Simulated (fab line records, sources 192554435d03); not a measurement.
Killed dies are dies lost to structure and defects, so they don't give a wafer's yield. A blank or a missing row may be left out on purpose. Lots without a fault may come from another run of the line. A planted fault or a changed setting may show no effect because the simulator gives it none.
Chamber matching | flow n5_finfet | N5_MOL_CONTACT_COAG_ALD_131 on ald_sin-04: 4 sister chambers
The step deposits SiO2, target thk 5 nm, pulse time 1 s, co reactant pulse time 1 s. 8 wafers are shown with their chamber, then 11 later ones without.

WAFERS WITH THEIR CHAMBER
wafer  | chamber | heater_power_w (W) | precursor_pulse_height_rel
L077.6 | 0       | 75                 | 1.017
L080.4 | 0       | 76                 | 1.007
L083.5 | 2       | 76                 | 1.032
L084.5 | 1       | 84                 | 0.985
L082.1 | 3       | 79                 | 0.996
L082.4 | 2       | 77                 | 1.032
L082.6 | 1       | 87                 | 0.993
L090.2 | 3       | 78                 | 1.000

WAFERS WITHOUT THEIR CHAMBER
wafer  | heater_power_w (W) | precursor_pulse_height_rel
L090.3 | 76                 | 1.029
L090.4 | 73                 | 0.965
L091.1 | 74                 | 0.983
L091.5 | 78                 | 0.985
L091.6 | 74                 | 1.005
L092.1 | 77                 | 0.995
L092.3 | 80                 | 1.006
L092.6 | 78                 | 0.979
L093.1 | 75                 | 1.026
L093.3 | 75                 | 1.031
L093.5 | 75                 | 0.976

WHICH CHAMBER EACH WENT THROUGH
wafer  | from the rows above     | in truth
L090.3 | 2                       | 2
L090.4 | can't be placed: 3 or 0 | 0
L091.1 | can't be placed: 3 or 0 | 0
L091.5 | 3                       | 3
L091.6 | 0                       | 0
L092.1 | 3                       | 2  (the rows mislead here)
L092.3 | can't be placed: 3 or 0 | 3
L092.6 | 3                       | 3
L093.1 | can't be placed: 2 or 0 | 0
L093.3 | 2                       | 2
L093.5 | 3                       | 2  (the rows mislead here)
Placed correctly: 5 of 11. Can't be placed from these rows: 4 (the true chamber is among the candidates in 4). Placed wrongly: 2.
How it was worked out, from the rows above alone: a wafer's distance from a chamber is the root of the sum, over the readings, of the square of ((its reading less the chamber's mean) divided by the reading's scatter). The wafer belongs to the nearest chamber; if the next one is less than 2 further off, it can't be placed. A chamber's mean is the mean of its shown wafers. The scatter: the root of (the sum of the squares of (reading less its chamber's mean) over the shown wafers, divided by (wafers less chambers)).
